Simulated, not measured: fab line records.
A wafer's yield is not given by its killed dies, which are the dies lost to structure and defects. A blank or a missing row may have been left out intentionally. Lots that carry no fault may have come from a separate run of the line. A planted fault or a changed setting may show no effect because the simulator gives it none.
One fault through the eyes of 3 desks :: flow n5 finfet :: each desk has only its own numbers; what lay behind them comes last

## AT THE TOOL OWNER'S DESK: litho track-04
The tool's own readings at N5_BEOL_M5_COAT_05 (resist thk 30 nm): means of the sampled wafers that have a number, for each lot that ran on this tool. If a lot's mean is further than 4 standard deviations from the usual mean, the lot is out of limits and carries the mark OUT (the distance appears in the brackets).
Columns: A = spin speed rpm at N5_BEOL_M5_COAT_05, usual 1499.8 rpm
lot: L926
first seen here: day 9 13:07
A: 1500.4

lot: L940
first seen here: day 13 03:51
A: 1386.3 (-99 or more) OUT

lot: L942
first seen here: day 13 04:10
A: 1385.8 (-99 or more) OUT
Finding of this desk: L940, L942 out of limits; the first was L940 at day 13 03:51, on spin speed rpm at N5_BEOL_M5_COAT_05. L926 stayed within limits.

## FROM THE METROLOGY DESK
Lot by lot, what the gauges showed, no matter which tool ran the lot: averages of those sampled wafers that carry a number. If a lot's mean is further than 4 standard deviations from the usual mean, the lot is out of limits and carries the mark OUT (the distance appears in the brackets). 7 of its 14 readings are shown, namely those furthest out on some lot.
Columns: A = DIBL_P at N5_BEOL_M4_RC_MEAS_101, usual 36.3 mV/V; B = IOFF_N at N5_BEOL_M4_RC_MEAS_101, usual 0.16 nA/um; C = IOFF_P at N5_BEOL_M4_RC_MEAS_101, usual 0.21 nA/um; D = ION_N at N5_BEOL_M4_RC_MEAS_101, usual 673 uA/um; E = ION_P at N5_BEOL_M4_RC_MEAS_101, usual 461 uA/um; F = VT_N at N5_BEOL_M4_RC_MEAS_101, usual 250 mV; G = VT_P at N5_BEOL_M4_RC_MEAS_101, usual -250.9 mV
lot: L924
first seen here: day 8 23:08
A: 38.9
B: 0.18
C: 0.24
D: 684
E: 471
F: 249
G: -248.5

lot: L926
first seen here: day 9 10:49
A: 34.7
B: 0.13
C: 0.16
D: 654
E: 454
F: 255
G: -253.9

lot: L932
first seen here: day 11 03:57
A: 39.5
B: 0.21
C: 0.25
D: 694
E: 468
F: 245
G: -250.5

lot: L935
first seen here: day 11 10:04
A: 35.3
B: 0.14
C: 0.21
D: 670
E: 462
F: 251
G: -247.5

lot: L940
first seen here: day 12 22:34
A: 36.4
B: 0.14
C: 0.21
D: 662
E: 456
F: 254
G: -250.8

lot: L942
first seen here: day 12 22:56
A: 34.4
B: 0.13
C: 0.18
D: 665
E: 459
F: 251
G: -253.6
This desk's verdict: no lot among the 6 shows anything out of limits.

## THE DEFECT DESK
Per lot, the means of the sampled wafers with a number show what the inspections along the route counted. If a lot's mean is further than 4 standard deviations from the usual mean, the lot is out of limits and carries the mark OUT (the distance appears in the brackets).
Columns: A = raw defect count at N5_BEOL_M4_INSPECT_59, usual 69; B = raw defect count at N5_BEOL_M5_INSPECT_13, usual 398
lot: L924
first seen here: day 8 23:10
A: 70
B: 424

lot: L926
first seen here: day 9 10:51
A: 76
B: 401

lot: L932
first seen here: day 11 03:58
A: 119
B: 447

lot: L935
first seen here: day 11 10:05
A: 98
B: 361

lot: L940
first seen here: day 12 22:35
A: 63
B: 326

lot: L942
first seen here: day 12 22:57
A: 74
B: 354
This desk's verdict: no lot among the 6 shows anything out of limits.

## BROUGHT TOGETHER
At day 13 03:51, on L940, L942, the tool owner's desk was in a position to raise an alarm.
From the metrology desk's view, nothing was out of limits.
No out-of-limits result turned up at the defect desk.
The metrology desk holds a record of L940, L942, inside its limits.
The defect desk has L940, L942 on record, within its limits.
N5_BEOL_M5_COAT_05 was run on litho track-04 by each of the lots named.

## WHAT THE SIMULATOR HAD PUT IN
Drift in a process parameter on litho track-04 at N5_BEOL_M5_COAT_05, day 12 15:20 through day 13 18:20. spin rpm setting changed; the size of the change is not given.
Struck lots among those shown: L940, L942.
Delay in hours, fault start to first out-of-limits reading, by desk: the tool owner's desk at 13.
